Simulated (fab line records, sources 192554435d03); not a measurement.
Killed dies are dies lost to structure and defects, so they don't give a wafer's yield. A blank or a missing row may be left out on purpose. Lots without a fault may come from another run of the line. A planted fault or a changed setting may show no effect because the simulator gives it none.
Chamber matching | flow n5_finfet | N5_FIN_SAQP_ETCH_64 on rie_si-02: 4 sister chambers
The step etches SiO2 in CF4, target depth 1.5 nm. 4 wafers are shown with their chamber, then 11 later ones without.

WAFERS WITH THEIR CHAMBER
wafer  | chamber | throttle_valve_pct (%)
L081.1 | 1       | 21.67
L087.2 | 0       | 21.65
L087.5 | 3       | 21.84
L089.2 | 2       | 21.30

WAFERS WITHOUT THEIR CHAMBER
wafer  | throttle_valve_pct (%)
L089.3 | 21.66
L089.6 | 21.83
L090.1 | 21.82
L090.3 | 21.32
L090.6 | 21.83
L095.1 | 21.31
L095.3 | 21.68
L095.4 | 21.82
L096.2 | 21.67
L096.3 | 21.67
L096.6 | 21.68

WHICH CHAMBER EACH WENT THROUGH
wafer  | from the rows above     | in truth
L089.3 | can't be placed: 0 or 1 | 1
L089.6 | 3                       | 3
L090.1 | 3                       | 3
L090.3 | 2                       | 2
L090.6 | 3                       | 3
L095.1 | 2                       | 2
L095.3 | can't be placed: 1 or 0 | 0
L095.4 | 3                       | 3
L096.2 | can't be placed: 1 or 0 | 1
L096.3 | can't be placed: 1 or 0 | 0
L096.6 | can't be placed: 1 or 0 | 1
Placed correctly: 6 of 11. Can't be placed from these rows: 5 (the true chamber is among the candidates in 5). Placed wrongly: 0.
How it was worked out, from the rows above alone: a wafer's distance from a chamber is the root of the sum, over the readings, of the square of ((its reading less the chamber's mean) divided by the reading's scatter). The wafer belongs to the nearest chamber; if the next one is less than 2 further off, it can't be placed. A chamber's mean is the mean of its shown wafers. The scatter: with one shown wafer a chamber, the root of the mean of the squares of how far each hidden wafer lies from its nearest shown one.
